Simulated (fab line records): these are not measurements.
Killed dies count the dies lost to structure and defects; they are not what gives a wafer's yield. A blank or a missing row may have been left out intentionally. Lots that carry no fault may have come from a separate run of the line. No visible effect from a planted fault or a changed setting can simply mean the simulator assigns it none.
The tool behind it: which one?    flow nandHarc    12 lots, 36 wafers sampled, at 2 steps of a route of 1302

== WHAT THE GAUGES READ, wafer by wafer ==
NHARC_P_M2_INSPECT_11.
lot   measured      on                rawDefectCount
L075  day 6 19:40   defectInspect-02  9 3 10
L077  day 7 19:49   defectInspect-01  4 4 2
L079  day 8 11:42   defectInspect-02  0 3 2
L081  day 9 07:23   defectInspect-02  4 7 10
L083  day 10 04:20  defectInspect-02  2 7 2
L085  day 10 21:23  defectInspect-01  2 2 5
L087  day 11 21:09  defectInspect-02  7 3 4
L088  day 12 14:01  defectInspect-01  7 3 6
L091  day 13 10:04  defectInspect-01  5 4 3
L093  day 14 11:40  defectInspect-02  3 4 5
L095  day 15 04:40  defectInspect-01  4 3 2
L097  day 16 00:16  defectInspect-01  2 4 2

== WHAT TOOL EACH LOT RAN ON (gives the tool, then ch and the chambers of the sampled wafers, and finally the start) ==
lot   NHARC_P_M1_PRE_CLEAN_32
L075  pecvd-04 ch 1,2, day 6 18:13
L077  pecvd-01 ch 0,1,2, day 7 18:24
L079  pecvd-04 ch 0,1,2, day 8 10:17
L081  pecvd-02 ch 0,1, day 9 05:56
L083  pecvd-01 ch 0,1, day 10 03:01
L085  pecvd-04 ch 0,1, day 10 19:58
L087  pecvd-01 ch 0,1,2, day 11 19:52
L088  pecvd-02 ch 0,1,2, day 12 12:34
L091  pecvd-01 ch 0,1,2, day 13 08:44
L093  pecvd-02 ch 0,1,2, day 14 10:22
L095  pecvd-02 ch 0,1,2, day 15 03:13
L097  pecvd-01 ch 0,1,2, day 15 22:56
- NHARC_P_M1_PRE_CLEAN_32: time 12 s.

== THE ANSWER, worked out from the rows above alone ==
Rule: the lots themselves supply what counts as usual. The widest of any qualifying gaps counts: lots, ordered by their means at a reading, are off when they make up no more than a third of the lots, leave a main group of 4 or more, and stand apart from it by 3 or more times the standard deviation of that group's means. A main group is skipped when, at the precision printed for the reading in the tables above, its means are all equal. A lot without any number at a reading at which 4 lots or more have one is off too. Where the step has rows for the other lots, those lots are counted as sound.
None of the lots is off at any reading shown; this tells nothing.

== WHAT HAD BEEN PUT IN BY THE SIMULATOR ==
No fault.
